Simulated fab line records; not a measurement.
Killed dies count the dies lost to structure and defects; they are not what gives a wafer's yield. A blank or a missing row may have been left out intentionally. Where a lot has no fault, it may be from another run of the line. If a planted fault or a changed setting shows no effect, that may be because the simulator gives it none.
A lot that was struck, set against a sound lot :: flow n5 finfet :: 35 steps out of a route of 1938
Sound: these wafers, L782.1, L782.2, L782.6. Struck: wafer L768.5. (L768.6 of the same lot was not struck and is left out.) The cause comes at the end.
Each step with rows lists, per side, the tool, then ch with its chambers, then its first start. Under that, the readings that differ: sound wafers :: struck wafers :: difference of the means :: sigmas: that difference in standard deviations of wafers without a fault.
alike: readings with means less than 2 such deviations apart, plus words and numbers identical on both sides. not compared: withheld readings, readings lacking a value on some wafer, bounds such as >300 that could conceal the same value, and numbers that have no deviation in the record and whose values overlap.
Wherever a step has rows on one side only, a row that says differs or no value, or a row with sigmas, the two part there. Numbers that have no deviation but don't overlap get no sigmas and don't part them. A reading missing from all wafers of one side parts the sides only when that side holds two or more wafers.

first, 9 steps without rows for these wafers: N5_PMOS_HMC_CHANNEL_EPI_PRECLEAN_40 (cleans in DHF, time 30 s); N5_PMOS_HMC_CHANNEL_EPI_PRECLEAN_37 (cleans in O3/DIW, time 45 s); N5_PMOS_HMC_CHANNEL_EPI_PRECLEAN_24 (cleans in DHF, time 30 s); N5_PMOS_HMC_CHANNEL_EPI_SRD_25 (time 30 s); N5_PMOS_HMC_CHANNEL_EPI_EPI_26 (deposits Si from SiH4/H2, target thk 3.8 nm, time 22.7 s); N5_FIN_SAQP_PRECLEAN_42 (cleans in O3/DIW, time 60 s); N5_FIN_SAQP_PRECLEAN_00 (cleans in SC1, time 60 s); N5_FIN_SAQP_PRECLEAN_44 (cleans in SC2, time 45 s); N5_FIN_SAQP_SRD_01 (time 30 s).
N5_FIN_SAQP_ALD_61: deposits SiO2, target thk 4 nm, pulse time 1 s, purge time 2 s.
  sound on ald sin-03 ch 0,1,3, day 6 20:22; struck on ald sin-04 ch 3, day 3 09:07
reading: ald cycles
sound: 43 43 43
struck: 47
difference: +4
sigmas: 

reading: model.SiO2_of_FIN_SAQP_ALD_61.thk nm (nm)
sound: 4.001 3.984 4.014
struck: 4.355
difference: +0.355
sigmas: 
  alike: heater power outer w, heater power w, precursor pulse height rel
then, 24 steps without rows for these wafers: N5_FIN_SAQP_DENSIFY_62 (time 60 s); N5_FIN_SAQP_HM_DEP_03 (deposits SiNx from SiH4/NH3/N2, target thk 38 nm, time 33.6 s); N5_FIN_SAQP_PECVD_47 (deposits a-Si from SiH4/He, target thk 45 nm, time 36.3 s); N5_FIN_SAQP_PECVD_48 (deposits SiNx from SiH4/NH3/N2, target thk 25 nm, time 22.1 s); N5_FIN_SAQP_PECVD_06 (deposits a-Si from SiH4/He, target thk 60 nm, time 48.1 s); N5_FIN_SAQP_HM_DEP_72 (deposits SiO2 from SiH4/N2O, target thk 12 nm, time 7.2 s); N5_FIN_SAQP_COAT_49 (time 60 s, resist thk 100 nm); N5_FIN_SAQP_COAT_50 (time 60 s, resist thk 35 nm); N5_FIN_SAQP_COAT_10 (resist thk 90 nm); N5_FIN_SAQP_EBR_12; N5_FIN_SAQP_SOFTBAKE_11 (time 60 s); N5_FIN_SAQP_EXPOSE_13 (exposes mask FIN CORE, target cd 35.6 nm); N5_FIN_SAQP_PEB_14 (peb time 60 s); N5_FIN_SAQP_DEVELOP_15 (develop time 30 s); N5_FIN_SAQP_DESCUM_21 (chemistry O2, time 7.9 s); N5_FIN_SAQP_ETCH_51 (etches SiARC in CF4, target depth 45.5 nm, time 75.8 s); N5_FIN_SAQP_ETCH_52 (etches SOC in N2/H2, target depth 100 nm, overetch 20 nm, time 150 s); N5_FIN_SAQP_STRIP_53 (strips in N2/H2); N5_FIN_SAQP_HM_OPEN_73 (chemistry CHF3/O2, target SiO2, stops on a-Si, target depth 12 nm, time 16.8 s); N5_FIN_SAQP_STRIP_74 (strips in CHF3/O2); N5_FIN_SAQP_MANDREL_ETCH_22 (etches a-Si in HBr/Cl2, stops on SiNx, target depth 60 nm, bt time 10 s, time 30 s); N5_FIN_SAQP_STRIP_55 (strips in N2/H2); N5_FIN_SAQP_STRIP_23 (strips in SPM, time 750 s); N5_FIN_SAQP_SRD_66 (time 30 s).
N5_FIN_CUT_CUT_ETCH_27: etches SiO2 in CHF3/O2, target depth 4 nm, overetch 2 nm, time 4.9 s.
  sound on rie diel-04 ch 0,2, day 7 04:03; struck on rie diel-04 ch 2, day 3 15:46
reading: model.etch.depth nm (nm)
sound: 4.001 3.984 4.014
struck: 4.355
difference: +0.355
sigmas: 
  alike: O2_flow_sccm, drypump motor current A, oes product au, rf vpp V, showerhead plenum p Torr, throttle valve pct
  not compared: rf hours counter h

WHERE THEY PART
Nowhere in this record.

WHY: what had been put in by the simulator
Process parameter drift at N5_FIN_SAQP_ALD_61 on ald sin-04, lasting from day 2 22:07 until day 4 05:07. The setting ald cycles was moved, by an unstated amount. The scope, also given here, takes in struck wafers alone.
